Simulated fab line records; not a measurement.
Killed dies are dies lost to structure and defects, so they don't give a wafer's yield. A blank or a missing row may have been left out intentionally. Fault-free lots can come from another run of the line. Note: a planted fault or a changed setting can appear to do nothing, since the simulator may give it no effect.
fab line records | flow n5Finfet
[record] lots = 9 wafers = 27 lastDay = 19
route steps=1938 shown MOL_CONTACT_COAG@606 BEOL_M4@1111 PASSIVATION@1936
lots with no fault: from the same line, run without faults
startH: hours from the record's first day to the start of the lot's first wafer shown | waitH: how many hours have passed since the lot's step before this one | " repeats the value in the row above | L1.1+2: a row that stands for several wafers | - no value, or no start was given | * or withheld: withheld | < > ~ a bound
route shown NAME@n: NAME is a module with steps in the file, n the number in the route of the first one | usual: the fault-free wafers' mean and standard deviation | same: alike in all rows | chamber/n: place in a boat | sites: readings site by site | _std_site: standard deviation of those values | _edge_site: outer sites' mean less inner sites' | radiusMm: how far each site lies from the wafer's centre | mask NAME#n: copy n | behind: the most recent tool/chamber to have shaped the wafer | hold: why the lot was held/for how many hours/how that ended | device: the transistor (n, p or np) that didn't switch | end of line: the route-end tests of the same wafers | a step given without rows: its recipe and nothing more | killed: dies that structure and defects cost at the first sort, which is not the same as the wafer's yield | map: per-die view of a wafer (x killed, . not killed, _ where there is no die)
set.NAME: the setting that was run; set.NAME@STEP: the one run at that earlier step | model.NAME: the simulator's own value behind a step, which no gauge read
steps of the route over a sample of lots; a table a step, a row a wafer
services: a tool's chamber out of use, with start hour (startH, from the record's first day; less than 0 if before it), hours out, and reason
[[steps]]
[step N5_MOL_CONTACT_COAG_ETCH_65]
[recipe] chemistry = N2/H2 target = underlayer targetDepthA = 130 maskMaterial = CAR-EUV timeS = 10.4 ionEnergyEv = 200 pressureMtorr = 30 sourceW = 840 biasW = 150 n2FlowSccm = 200 h2FlowSccm = 200 ends = cleared
[usual] drypumpMotorCurrentA = 5.7/0.37 etchRfOnTimeS = 10.42/0.19 oesProductAu = 0.68/0.085 rfVppV = 525.2/2.1 showerheadPlenumPTorr = 2.59/0.072 throttleValvePct = 17.69/0.3
// columns lot.wafer tool chamber startH waitH drypumpMotorCurrentA etchRfOnTimeS oesProductAu rfHoursCounterH rfVppV showerheadPlenumPTorr throttleValvePct
L839.2 rieDiel-01 2 99.53 0.0 5.9 10.69 0.72 33 527.0 2.71 17.51
L839.4 " 1 " " 5.3 10.53 0.64 - 526.5 2.62 17.90
L839.6 " 2 " " 5.9 10.49 0.73 - 526.9 2.71 17.51
L845.1 rieDiel-06 2 134.94 0.0 5.6 10.40 0.60 232 525.3 2.63 17.83
L845.2 " 0 " " 5.2 10.68 0.60 248 524.6 2.58 17.45
L845.4 " 1 " " 5.6 10.44 0.73 59 524.3 2.57 17.77
L846.2 rieDiel-06 1 142.18 0.0 5.5 10.43 0.72 62 525.1 2.57 17.81
L846.3 " 3 " " 4.9 10.51 0.62 191 521.6 2.41 17.68
L846.4 " 2 " " 5.6 10.23 0.59 - 526.2 2.62 17.84
L854.2 rieDiel-04 0 196.01 0.0 6.1 10.30 0.79 32 524.9 2.59 17.39
L854.3 " 3 " " 5.5 10.29 0.77 15 526.5 2.58 17.25
L854.5 " 0 " " 6.1 10.27 0.79 - 525.3 2.59 17.40
L856.2 rieDiel-01 0 207.15 0.0 5.9 10.34 0.75 32 528.8 2.70 17.32
L856.4 " 2 " " 5.9 10.61 0.68 75 526.9 2.69 17.57
L856.6 " 0 " " 5.9 10.41 0.74 - 527.5 2.70 17.32
L857.3 rieDiel-04 2 208.36 0.0 6.0 10.50 0.61 210 521.4 2.50 17.94
L857.4 " 0 " " 6.1 10.29 0.78 36 525.0 2.59 17.42
L857.5 " 3 " " 5.5 10.23 0.77 - 523.5 2.58 17.25
L859.1 rieDiel-04 2 219.10 0.0 5.9 10.49 0.60 214 522.6 2.50 17.95
L859.2 " 3 " " 5.5 10.11 0.76 23 525.7 2.58 17.25
L859.6 " 1 " " 6.2 10.19 0.62 - 526.3 2.62 18.18
L860.2 rieDiel-06 2 224.68 0.0 5.6 10.38 0.82 5 523.4 2.61 17.45
L860.3 " 3 " " 4.9 10.69 0.58 - 518.4 2.40 17.75
L860.6 " 2 " " 5.6 10.29 0.82 - 525.4 2.61 17.47
L861.1 rieDiel-04 2 231.14 0.0 6.0 10.60 0.60 218 523.1 2.50 17.96
L861.2 " 0 " " 6.1 10.27 0.77 43 524.8 2.59 17.40
L861.4 " 3 " " 5.6 10.15 0.76 27 524.3 2.58 17.26
[step N5_MOL_CONTACT_COAG_ALD_133]
[recipe] material = SiO2 targetThkA = 50 tempC = 100 aldPrecursorFamily = BDEAS aldCoReactant = O2-plasma pulseTimeS = 1 coReactantPulseTimeS = 1 purgeTimeS = 2 coReactantPurgeTimeS = 2 aldCycles = 35 pressureTorr = 2
[usual] heaterPowerW = 78/5.3 precursorPulseHeightRel = 0.999/0.019
// columns lot.wafer tool chamber startH waitH heaterPowerW precursorPulseHeightRel
L839.2 aldSin-04 1 99.71 0.1 71 0.964
L839.4 " 3 " " 74 0.991
L839.6 " 0 " " 83 1.003
L845.1 aldSin-04 1 135.04 0.1 70 1.000
L845.2 " 0 " " 82 1.031
L845.4 " 3 " " 73 0.982
L846.2 aldSin-01 1 142.45 0.2 79 1.030
L846.3 " 3 " " 77 1.006
L846.4 " 2 " " 77 0.965
L854.2 aldSin-04 0 196.34 0.3 79 1.021
L854.3 " 2 " " 85 0.989
L854.5 " 1 " " 72 1.002
L856.2 aldSin-04 3 207.25 0.1 74 0.995
L856.4 " 2 " " 87 0.968
L856.6 " 0 " " 79 1.012
L857.3 aldSin-03 2 208.46 0.1 73 1.019
L857.4 " 3 " " 72 1.015
L857.5 " 2 " " 77 0.994
L859.1 aldSin-04 1 219.20 0.1 71 1.006
L859.2 " 3 " " 74 0.984
L859.6 " 2 " " 87 1.018
L860.2 aldSin-04 0 224.82 0.1 82 1.027
L860.3 " 2 " " 86 0.995
L860.6 " 2 " " 87 0.988
L861.1 aldSin-03 1 231.24 0.1 81 0.971
L861.2 " 3 " " 76 1.028
L861.4 " 0 " " 83 0.983
[step N5_MOL_CONTACT_COAG_ETCHBACK_134]
[recipe] chemistry = CHF3 target = SiO2 targetDepthA = 100 timeS = 6.7 ionEnergyEv = 200 pressureMtorr = 30 sourceW = 610 biasW = 170 Ar_flow_sccm = 200 CHF3_flow_sccm = 50
[usual] CHF3_flow_sccm = 49.99/0.15 biasW = 169.9/0.47 drypumpMotorCurrentA = 5.6/0.39 oesProductAu = 0.80/0.1 rfVppV = 525/13 showerheadPlenumPTorr = 2.43/0.068 throttleValvePct = 18.6/0.34
// columns lot.wafer tool chamber startH waitH CHF3_flow_sccm biasW drypumpMotorCurrentA oesProductAu rfHoursCounterH rfVppV showerheadPlenumPTorr throttleValvePct
L839.2 rieDiel-06 3 99.89 0.1 50.03 169.9 4.9 0.72 177 521 2.28 18.7
L839.4 " 0 " " 49.81 169.2 5.2 0.70 238 536 2.42 18.4
L839.6 " 2 " " 50.13 169.6 5.6 0.69 - 503 2.45 18.6
L845.1 rieDiel-06 3 135.22 0.1 - - - - - - - -
L845.2 " 2 " " - - - - - - - -
L845.4 " 1 " " - - - - - - - -
L846.2 rieDiel-04 1 142.64 0.1 - - - - - - - -
L846.3 " 2 " " - - - - - - - -
L846.4 " 2 " " - - - - - - - -
L854.2 rieDiel-06 2 196.58 0.2 50.12 170.1 5.6 0.67 257 503 2.44 18.6
L854.3 " 1 " " 50.14 169.8 5.6 0.81 89 530 2.40 18.8
L854.5 " 2 " " 50.26 170.2 5.6 0.68 - 503 2.44 18.6
L856.2 rieDiel-04 2 207.44 0.1 50.08 170.3 5.9 0.73 210 530 2.36 18.8
L856.4 " 0 " " 49.86 170.0 6.1 0.92 35 529 2.42 18.2
L856.6 " 0 " " 50.05 170.3 6.1 0.92 - 532 2.42 18.2
L857.3 rieDiel-06 0 208.64 0.1 50.03 170.1 5.2 0.93 14 536 2.41 18.0
L857.4 " 0 " " 49.97 169.7 5.2 0.93 - 537 2.41 17.9
L857.5 " 1 " " 49.87 169.8 5.6 0.80 - 529 2.39 18.8
L859.1 rieDiel-06 3 219.73 0.4 49.84 170.3 5.0 0.69 218 521 2.27 18.7
L859.2 " 0 " " 49.83 170.7 5.2 0.92 19 536 2.41 18.0
L859.6 " 0 " " 49.71 170.4 5.2 0.92 - 537 2.41 18.0
L860.2 rieDiel-06 3 225.00 0.1 50.09 169.3 4.9 0.68 221 520 2.27 18.8
L860.3 " 3 " " 50.12 169.6 4.9 0.68 - 520 2.27 18.7
L860.6 " 3 " " 50.15 170.0 4.9 0.68 - 520 2.27 18.7
L861.1 rieDiel-01 1 231.42 0.1 50.12 169.5 5.3 0.71 226 525 2.46 18.9
L861.2 " 0 " " 49.87 169.5 5.9 0.86 40 523 2.53 18.3
L861.4 " 2 " " 49.81 169.2 5.9 0.79 83 514 2.48 18.4
[step N5_MOL_CONTACT_COAG_ETCH_124]
[recipe] chemistry = CH3F/O2 target = SiNx targetDepthA = 65 maskMaterial = SOC stopOn = SiOC overEtchFrac = 0.3 ionEnergyEv = 120 pressureMtorr = 30 sourceW = 395 biasW = 73 Ar_flow_sccm = 150 CH3F_flow_sccm = 30 O2_flow_sccm = 20 ends = endPoint
[usual] drypumpMotorCurrentA = 5.6/0.38 oesProductAu = 0.69/0.082 rfVppV = 298/7.2 showerheadPlenumPTorr = 2.04/0.059 throttleValvePct = 16.2/0.33
// columns lot.wafer tool chamber startH waitH drypumpMotorCurrentA oesProductAu rfHoursCounterH rfVppV showerheadPlenumPTorr throttleValvePct
L839.2 rieDiel-06 3 100.07 0.0 5.0 0.62 177 296 1.91 16.3
L839.4 " 0 " " 5.2 0.61 238 306 2.04 16.0
L839.6 " 2 " " 5.6 0.60 - 286 2.06 16.2
L845.1 rieDiel-06 3 135.41 0.0 5.0 0.62 189 294 1.91 16.3
L845.2 " 2 " " 5.6 0.59 232 286 2.06 16.2
L845.4 " 1 " " 5.6 0.72 59 302 2.03 16.4
L846.2 rieDiel-04 1 142.82 0.0 6.2 0.63 184 297 2.09 16.7
L846.3 " 2 " " 5.9 0.63 189 299 1.99 16.4
L846.4 " 2 " " 6.0 0.63 - 301 1.99 16.4
L854.2 rieDiel-06 2 196.77 0.0 5.6 0.58 257 285 2.05 16.3
L854.3 " 1 " " 5.5 0.70 89 301 2.02 16.4
L854.5 " 2 " " 5.6 0.58 - 285 2.05 16.3
L856.2 rieDiel-04 2 207.63 0.0 5.9 0.62 210 300 1.99 16.5
L856.4 " 0 " " 6.1 0.77 36 302 2.04 15.8
L856.6 " 0 " " 6.1 0.77 - 301 2.04 15.8
L857.3 rieDiel-06 0 208.82 0.0 5.2 0.79 14 306 2.03 15.6
L857.4 " 0 " " 5.2 0.79 - 305 2.03 15.6
L857.5 " 1 " " 5.6 0.69 - 301 2.01 16.4
L859.1 rieDiel-06 3 219.91 0.0 4.9 0.60 218 294 1.90 16.4
L859.2 " 0 " " 5.2 0.79 19 305 2.03 15.6
L859.6 " 0 " " 5.2 0.78 - 305 2.03 15.6
L860.2 rieDiel-06 3 225.28 0.0 4.9 0.59 221 294 1.90 16.4
L860.3 " 3 " " 4.9 0.60 - 295 1.90 16.4
L860.6 " 3 " " 4.9 0.60 - 295 1.90 16.4
L861.1 rieDiel-01 1 231.60 0.0 5.3 0.62 226 298 2.06 16.5
L861.2 " 0 " " 5.9 0.73 40 298 2.14 15.9
L861.4 " 2 " " 5.9 0.68 83 291 2.09 16.0
[step N5_BEOL_M4_RC_MEAS_101]
[usual] DIBL_N = 36.0/1.9 DIBL_P = 35.6/2.2 IOFF_N = 0.15/0.031 IOFF_P = 0.19/0.032 ION_N = 668/11 ION_P = 455/7.2 SS_N = 71.5/0.65 SS_P = 73.4/0.64 VT_N = 251/3.6 VT_P = -253/3.3
// columns lot.wafer tool chamber startH waitH DIBL_N[mV/V] DIBL_P[mV/V] IOFF_N[nA/um] IOFF_P[nA/um] ION_N[uA/um] ION_P[uA/um] SS_N[mV/dec] SS_P[mV/dec] VT_N[mV] VT_P[mV]
L839.2 prober-01 0 190.18 0.2 36.4 35.6 0.15 0.21 671 461 70.7 73.6 249 -249
L839.4 " 0 " " 35.7 34.2 0.14 0.19 664 460 70.1 73.3 251 -251
L839.6 " 0 " " 37.5 36.3 0.17 0.22 675 457 71.0 73.7 250 -250
L854.2 prober-01 0 305.76 0.2 36.3 38.5 0.16 0.21 666 458 71.4 73.7 248 -253
L854.3 " 0 " " 35.7 36.3 0.16 0.17 666 445 72.0 73.4 249 -258
L854.5 " 0 " " 36.9 38.1 0.18 0.20 668 458 72.0 73.8 251 -256
L857.3 prober-02 0 313.97 0.3 39.8 39.7 0.22 0.24 700 467 71.8 74.1 248 -250
L857.4 " 0 " " 38.8 38.4 0.18 0.24 674 462 72.7 74.6 248 -252
L857.5 " 0 " " 38.1 37.0 0.17 0.20 671 458 71.4 73.9 250 -253
L859.1 prober-02 0 322.43 0.0 35.0 34.7 0.14 0.19 672 460 71.3 73.9 254 -254
L859.2 " 0 " " 35.7 34.8 0.15 0.18 666 452 72.6 74.2 251 -253
L859.6 " 0 " " 36.2 35.4 0.14 0.19 658 449 71.9 73.3 256 -252
L856.2 prober-01 0 322.82 0.2 38.0 36.6 0.17 0.21 677 463 70.9 74.0 249 -251
L856.4 " 0 " " 36.8 34.7 0.14 0.18 666 459 71.3 73.7 248 -253
L856.6 " 0 " " 38.8 37.1 0.18 0.21 683 461 72.0 73.4 248 -250
L860.2 prober-02 0 325.97 0.2 38.4 38.5 0.20 0.25 679 460 72.8 73.9 247 -249
L860.3 " 0 " " 35.8 34.8 0.15 0.20 679 463 71.7 73.3 251 -251
L860.6 " 0 " " 36.5 36.0 0.17 0.22 675 465 72.1 74.1 250 -252
L861.1 prober-02 0 333.71 0.0 33.1 33.5 0.11 0.13 662 444 70.6 72.9 259 -262
L861.2 " 0 " " 34.7 35.8 0.13 0.16 666 443 71.6 73.6 255 -262
L861.4 " 0 " " 34.6 37.0 0.14 0.17 665 449 71.9 74.3 252 -259
[step N5_PASSIVATION_PROBE_49]
[usual] defectLimitedYield = 91.3/1.4 killed_at_M0_to_M3 = 34/10 killed_at_M4_up = 14/5.5 killedAtContacts = 12/6 killedAtFrontEnd = 40/10 killedAtOther = 3.0/2.4 killedDies = 103/17 killedOnRim = 13/4.3 killedOpen = 68/13 killedShort = 34/7.8 sort_bin_5_function = 5.1/0.97 sort_bin_6_memory = 3.3/0.66 sort_bin_8_speed = 0.02/0.12 sortNPass = 1077/17 sortYieldPct = 91.2/1.4
[same] grossDies = 1180 killedAtBackSide = 0 sort_bin_4_leakage[%] = 0
// columns lot.wafer tool chamber startH waitH defectLimitedYield[%] killed_at_M0_to_M3 killed_at_M4_up killedAtContacts killedAtFrontEnd killedAtOther killedDies killedOnRim killedOpen killedShort sort_bin_5_function[%] sort_bin_6_memory[%] sort_bin_8_speed[%] sortNPass sortYieldPct[%]
L839.2 prober-01 - 294.17 0.1 93.9 16 7 7 37 5 72 4 52 20 3.6 2.4 0 1108 93.9
L839.4 prober-01 - 294.27 0.2 91.4 18 8 20 54 2 102 15 66 35 5.5 2.6 0 1078 91.4
L839.6 prober-01 - 294.37 0.3 93.1 20 13 17 29 3 82 11 59 23 4.1 2.8 0 1098 93.1
L846.2 prober-01 - 346.34 0.1 0 30 13 1107 29 1 1180 152 78 21 96.4 3.6 0 0 0
L846.3 prober-01 - 346.39 0.1 0 34 9 1114 21 2 1180 152 63 24 95.8 4.1 0 0 0
L846.4 prober-01 - 346.44 0.2 0 30 18 1103 27 2 1180 152 65 28 97.1 2.8 0 0 0
L845.1 prober-02 - 347.58 0.0 0 32 13 1093 38 4 1180 152 66 32 97.0 2.5 0 0 0
L845.2 prober-02 - 347.63 0.1 0 34 7 1117 19 3 1180 152 49 24 97.4 2.2 0 0 0
L845.4 prober-02 - 347.73 0.2 0 27 28 1088 35 2 1180 152 72 31 96.3 3.4 0 0 0
L854.2 prober-01 - 416.65 0.1 90.6 49 11 10 38 3 111 16 66 38 5.1 3.5 0 1069 90.6
L854.3 prober-01 - 416.70 0.1 92.5 35 13 12 25 3 88 15 63 25 4.3 3.0 0 1092 92.5
L854.5 prober-01 - 416.80 0.2 91.0 28 19 8 47 4 106 15 67 38 5.0 3.8 0 1074 91.0
L857.3 prober-01 - 422.17 0.1 92.0 29 6 22 33 4 94 12 61 29 5.2 2.6 0 1086 92.0
L857.4 prober-01 - 422.22 0.2 90.1 33 12 22 49 1 117 10 83 32 5.8 3.8 0 1063 90.1
L857.5 prober-01 - 422.27 0.2 91.8 33 10 11 30 13 97 6 68 29 5.0 3.1 0 1083 91.8
L859.1 prober-02 - 424.43 0.0 87.5 49 23 10 63 2 147 21 105 39 7.8 4.6 0 1033 87.5
L859.2 prober-02 - 424.48 0.1 90.3 39 16 12 46 1 114 11 79 35 5.3 3.8 0 1066 90.3
L859.6 prober-02 - 424.68 0.3 90.5 39 23 9 39 2 112 15 86 26 5.3 4.0 0 1068 90.5
L856.2 prober-02 - 434.72 0.1 91.9 31 16 12 31 5 95 18 59 33 4.2 3.5 0 1085 91.9
L856.4 prober-02 - 434.82 0.2 93.5 18 7 23 26 3 77 8 47 27 3.6 2.3 0 1103 93.5
L856.6 prober-02 - 434.92 0.3 92.9 36 10 10 26 2 84 11 54 27 4.8 2.1 0 1096 92.9
L860.2 prober-01 - 450.33 0.1 91.2 34 15 7 42 6 104 12 61 40 5.3 2.9 0 1076 91.2
L860.3 prober-01 - 450.38 0.1 92.6 29 16 3 35 4 87 15 52 34 5.6 1.5 0 1093 92.6
L860.6 prober-01 - 450.53 0.3 93.1 24 10 7 34 7 82 10 53 26 3.8 3.1 0 1098 93.1
L861.1 prober-01 - 454.29 0.0 90.2 44 22 3 45 2 116 18 70 46 6.3 3.1 0 1064 90.2
L861.2 prober-01 - 454.34 0.1 92.5 25 22 2 35 5 89 7 60 28 4.4 3.1 0.08 1090 92.4
L861.4 prober-01 - 454.44 0.2 90.3 29 28 1 51 5 114 19 65 47 5.4 3.8 0 1066 90.3
// killed by level:class
L839.2 STI_FIN_REVEAL:geometricParticle:open=8 MOL_CONTACT_COAG:geometricParticle:open=7 GATE_CUT:geometricParticle:open=5 BEOL_M0_SAQP:geometricParticle:open=5 FIN_SAQP:geometricParticle:short=4 STI_FIN_REVEAL:geometricParticle:short=4 ILD0:geometricParticle:open=4 BEOL_M2:geometricParticle:open=4
L839.4 STI_FIN_REVEAL:geometricParticle:open=21 MOL_CONTACT_COAG:geometricParticle:open=17 FIN_SAQP:geometricParticle:open=8 FIN_SAQP:geometricParticle:short=6 BEOL_M0_SAQP:geometricParticle:short=6 BEOL_M0_SAQP:geometricParticle:open=6 STARTING-WAFER:geometricParticle:short=5 GATE_CUT:geometricParticle:short=4
L839.6 MOL_CONTACT_COAG:geometricParticle:open=14 BEOL_M2:geometricParticle:open=8 BEOL_M3:geometricParticle:open=5 STARTING-WAFER:geometricParticle:open=5 FIN_SAQP:geometricParticle:short=4 BEOL_M4:geometricParticle:open=4 STI_FIN_REVEAL:geometricParticle:open=3 STI_FIN_REVEAL:geometricParticle:short=3
L846.2 MOL_CONTACT_COAG:areaEtchback=1081 MOL_CONTACT_COAG:geometricParticle:open=22 FIN_SAQP:geometricParticle:open=7 BEOL_M3:geometricParticle:open=7 BEOL_M1:geometricParticle:open=6 BEOL_M4:geometricParticle:open=5 STI_FIN_REVEAL:geometricParticle:open=4 MOL_CONTACT_COAG:geometricParticle:short=4
L846.3 MOL_CONTACT_COAG:areaEtchback=1093 MOL_CONTACT_COAG:geometricParticle:open=19 BEOL_M3:geometricParticle:open=8 BEOL_M1:geometricParticle:open=7 BEOL_M0_SAQP:geometricParticle:open=5 BEOL_M0_SAQP:geometricParticle:short=5 STI_FIN_REVEAL:geometricParticle:open=4 FIN_SAQP:geometricParticle:open=3
L846.4 MOL_CONTACT_COAG:areaEtchback=1085 MOL_CONTACT_COAG:geometricParticle:open=15 BEOL_M0_SAQP:geometricParticle:short=9 FIN_SAQP:geometricParticle:open=7 BEOL_M3:geometricParticle:open=7 BEOL_M4:geometricParticle:open=6 GATE_CUT:geometricParticle:short=6 STI_FIN_REVEAL:geometricParticle:open=3
L845.1 MOL_CONTACT_COAG:areaEtchback=1080 STI_FIN_REVEAL:geometricParticle:open=15 BEOL_M1:geometricParticle:open=11 MOL_CONTACT_COAG:geometricParticle:open=11 BEOL_M0_SAQP:geometricParticle:short=8 BEOL_M0_SAQP:geometricParticle:open=7 FIN_SAQP:geometricParticle:short=5 STI_FIN_REVEAL:geometricParticle:short=4
L845.2 MOL_CONTACT_COAG:areaEtchback=1107 MOL_CONTACT_COAG:geometricParticle:open=9 BEOL_M0_SAQP:geometricParticle:open=8 BEOL_M1:geometricParticle:open=6 BEOL_M0_SAQP:geometricParticle:short=5 FIN_SAQP:geometricParticle:open=4 STI_FIN_REVEAL:geometricParticle:open=3 GATE_CUT:geometricParticle:open=3
L845.4 MOL_CONTACT_COAG:areaEtchback=1077 STI_FIN_REVEAL:geometricParticle:open=13 BEOL_M4:geometricParticle:open=12 BEOL_M0_SAQP:geometricParticle:open=8 BEOL_M0_SAQP:geometricParticle:short=8 MOL_CONTACT_COAG:geometricParticle:open=7 STI_FIN_REVEAL:geometricParticle:short=6 BEOL_M3:geometricParticle:open=5
L854.2 BEOL_M0_SAQP:geometricParticle:open=11 FIN_SAQP:geometricParticle:open=8 MOL_CONTACT_COAG:geometricParticle:open=8 BEOL_M3:geometricParticle:open=7 HKMG_FIN:areaEtch=7 STI_FIN_REVEAL:geometricParticle:open=6 BEOL_M0_SAQP:geometricParticle:short=6 BEOL_M2:geometricParticle:open=6
L854.3 MOL_CONTACT_COAG:geometricParticle:open=10 BEOL_M0_SAQP:geometricParticle:open=9 GATE_CUT:geometricParticle:short=6 BEOL_M1:geometricParticle:open=6 BEOL_M0_SAQP:geometricParticle:short=5 BEOL_M2:geometricParticle:open=5 BEOL_M3:geometricParticle:open=5 BEOL_M4:geometricParticle:open=5
L854.5 FIN_SAQP:geometricParticle:open=7 STI_FIN_REVEAL:geometricParticle:open=7 BEOL_M0_SAQP:geometricParticle:short=7 FIN_SAQP:geometricParticle:short=6 BEOL_M1:geometricParticle:short=6 ILD0:geometricParticle:open=5 MOL_CONTACT_COAG:geometricParticle:open=5 BEOL_M3:geometricParticle:open=5
L857.3 MOL_CONTACT_COAG:geometricParticle:open=19 FIN_SAQP:geometricParticle:short=9 BEOL_M0_SAQP:geometricParticle:short=7 BEOL_M3:geometricParticle:open=7 FIN_SAQP:geometricParticle:open=6 STI_FIN_REVEAL:geometricParticle:open=6 BEOL_M2:geometricParticle:open=6 DUMMY_GATE:geometricParticle:open=4
L857.4 BEOL_M3:geometricParticle:open=17 MOL_CONTACT_COAG:geometricParticle:open=14 DUMMY_GATE:geometricParticle:open=10 STI_FIN_REVEAL:geometricParticle:open=9 GATE_CUT:geometricParticle:short=8 BEOL_M4:geometricParticle:open=7 FIN_SAQP:geometricParticle:open=6 MOL_CONTACT_COAG:geometricParticle:short=6
L857.5 MOL_CONTACT_COAG:geometricParticle:open=10 BEOL_M3:geometricParticle:open=10 BEOL_M1:geometricParticle:open=9 BEOL_M4:geometricParticle:open=7 FIN_SAQP:geometricParticle:short=5 STI_FIN_REVEAL:geometricParticle:open=5 DUMMY_GATE:geometricParticle:open=4 ILD0:geometricParticle:open=4
L859.1 STI_FIN_REVEAL:geometricParticle:open=23 FIN_SAQP:geometricParticle:open=14 BEOL_M2:geometricParticle:open=11 BEOL_M1:geometricParticle:open=11 BEOL_M4:geometricParticle:open=10 FIN_SAQP:geometricParticle:short=9 BEOL_M0_SAQP:geometricParticle:short=8 MOL_CONTACT_COAG:geometricParticle:open=7
L859.2 BEOL_M1:geometricParticle:open=14 STI_FIN_REVEAL:geometricParticle:open=11 FIN_SAQP:geometricParticle:short=10 FIN_SAQP:geometricParticle:open=9 MOL_CONTACT_COAG:geometricParticle:open=7 BEOL_M4:geometricParticle:open=7 DUMMY_GATE:geometricParticle:open=6 MOL_CONTACT_COAG:geometricParticle:short=5
L859.6 BEOL_M2:geometricParticle:open=12 FIN_SAQP:geometricParticle:open=10 MOL_CONTACT_COAG:geometricParticle:open=8 BEOL_M1:geometricParticle:open=8 STI_FIN_REVEAL:geometricParticle:open=7 BEOL_M5:geometricParticle:open=6 BEOL_M3:geometricParticle:open=6 FIN_SAQP:geometricParticle:short=5
L856.2 MOL_CONTACT_COAG:geometricParticle:open=11 BEOL_M0_SAQP:geometricParticle:open=7 BEOL_M3:geometricParticle:open=7 FIN_SAQP:geometricParticle:short=6 FIN_SAQP:geometricParticle:open=6 BEOL_M5:geometricParticle:open=5 BEOL_M0_SAQP:geometricParticle:short=5 GATE_CUT:geometricParticle:short=4
L856.4 MOL_CONTACT_COAG:geometricParticle:open=20 FIN_SAQP:geometricParticle:short=6 BEOL_M0_SAQP:geometricParticle:open=5 STARTING-WAFER:geometricParticle:short=5 FIN_SAQP:geometricParticle:open=4 BEOL_M0_SAQP:geometricParticle:short=4 BEOL_M3:geometricParticle:open=4 GATE_CUT:geometricParticle:open=3
L856.6 FIN_SAQP:geometricParticle:short=9 BEOL_M3:geometricParticle:open=9 MOL_CONTACT_COAG:geometricParticle:open=8 BEOL_M0_SAQP:geometricParticle:open=7 BEOL_M0:geometricParticle:open=7 BEOL_M2:geometricParticle:open=4 FIN_SAQP:geometricParticle:open=3 STI_FIN_REVEAL:geometricParticle:short=3
L860.2 FIN_SAQP:geometricParticle:short=10 BEOL_M0_SAQP:geometricParticle:short=10 BEOL_M0_SAQP:geometricParticle:open=7 MOL_CONTACT_COAG:geometricParticle:open=7 BEOL_M1:geometricParticle:open=7 DUMMY_GATE:geometricParticle:open=6 GATE_CUT:geometricParticle:short=5 GATE_CUT:geometricParticle:open=5
L860.3 STI_FIN_REVEAL:geometricParticle:open=8 BEOL_M0_SAQP:geometricParticle:short=8 FIN_SAQP:geometricParticle:open=6 BEOL_M3:geometricParticle:short=6 FIN_SAQP:geometricParticle:short=5 BEOL_M4:geometricParticle:open=5 BEOL_M0_SAQP:geometricParticle:open=4 GATE_CUT:geometricParticle:short=3
L860.6 FIN_SAQP:geometricParticle:open=8 BEOL_M3:geometricParticle:open=7 GATE_CUT:geometricParticle:short=6 MOL_CONTACT_COAG:geometricParticle:open=6 FIN_SAQP:geometricParticle:short=5 BEOL_M0_SAQP:geometricParticle:open=5 BEOL_M2:geometricParticle:open=4 BEOL_M5:geometricParticle:open=4
L861.1 BEOL_M4:geometricParticle:open=15 BEOL_M0_SAQP:geometricParticle:open=10 BEOL_M0_SAQP:geometricParticle:short=9 GATE_CUT:geometricParticle:short=8 STI_FIN_REVEAL:geometricParticle:open=7 FIN_SAQP:geometricParticle:short=6 BEOL_M1:geometricParticle:open=6 BEOL_M2:geometricParticle:open=6
L861.2 BEOL_M4:geometricParticle:open=7 STI_FIN_REVEAL:geometricParticle:open=5 DUMMY_GATE:geometricParticle:open=5 ILD0:geometricParticle:open=5 GATE_CUT:geometricParticle:open=5 BEOL_M1:geometricParticle:open=5 FIN_SAQP:geometricParticle:open=4 BEOL_M0_SAQP:geometricParticle:open=4
L861.4 STI_FIN_REVEAL:geometricParticle:open=17 BEOL_M4:geometricParticle:open=12 GATE_CUT:geometricParticle:short=7 BEOL_M2:geometricParticle:open=7 FIN_SAQP:geometricParticle:short=6 STI_FIN_REVEAL:geometricParticle:short=5 BEOL_M0_SAQP:geometricParticle:short=5 BEOL_M0:geometricParticle:short=5
[[services]]
// columns tool chamber startH hours kind
aldSin-01 - 85.13 2.8 pm
aldSin-04 - 85.25 14.0 pm
rieDiel-01 1 88.33 1.7 repair
rieDiel-04 0 98.61 - clean
rieDiel-04 0 98.61 - consumableReplace:focusRing
rieDiel-04 0 98.61 15.3 scheduledDown
rieDiel-01 1 111.49 9.7 repair
rieDiel-06 0 130.10 4.0 repair
aldSin-03 - 140.53 6.0 pm
rieDiel-06 0 141.88 - clean
rieDiel-06 0 141.88 - consumableReplace:focusRing
rieDiel-06 0 141.88 33.7 scheduledDown
rieDiel-06 0 141.88 33.7 ventCycle
rieDiel-01 3 156.77 43.4 repair
aldSin-04 2 168.95 1.8 repair
rieDiel-04 1 171.89 1.4 repair
aldSin-03 - 176.75 14.0 pm
rieDiel-06 3 181.80 17.0 repair
aldSin-01 0 190.28 2.5 repair
rieDiel-06 2 198.81 - clean
rieDiel-06 2 198.81 - consumableReplace:focusRing
rieDiel-06 2 198.81 16.9 scheduledDown
rieDiel-06 2 198.81 16.9 ventCycle
rieDiel-01 - 202.64 0.5 repair
[[key]]
[firstSign] step = N5_MOL_CONTACT_COAG_ETCHBACK_134 reading = toolRecord direction = missing
[effect] step = N5_PASSIVATION_PROBE_49 reading = killedAtContacts direction = up sigmas = 99+ usual = 12 struck = 1104
[moreKillsBornAt] N5_MOL_CONTACT_COAG_ETCHBACK_134@rieDiel-06 = 3264 N5_MOL_CONTACT_COAG_ETCHBACK_134@rieDiel-04 = 3259
metAt N5_MOL_CONTACT_COAG_ETCHBACK_134
struckLots L845,L846
laterRowsLeftOut L845.1,L845.2,L845.4,L846.2,L846.3,L846.4
notActingAt N5_MOL_CONTACT_COAG_ETCH_65,N5_MOL_CONTACT_COAG_ALD_133,N5_MOL_CONTACT_COAG_ETCH_124
onsetBetween 99.89 135.22
[fault] kind = skippedStepWhole tool = rieDiel-04,rieDiel-06 chamber = - onsetH = 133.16 steps = N5_MOL_CONTACT_COAG_ETCHBACK_134 scope = struckLotsOnly
// laterRowsLeftOut: the simulator's readings of these wafers behind a module that went badly wrong aren't trusted and aren't shown, but for the sort
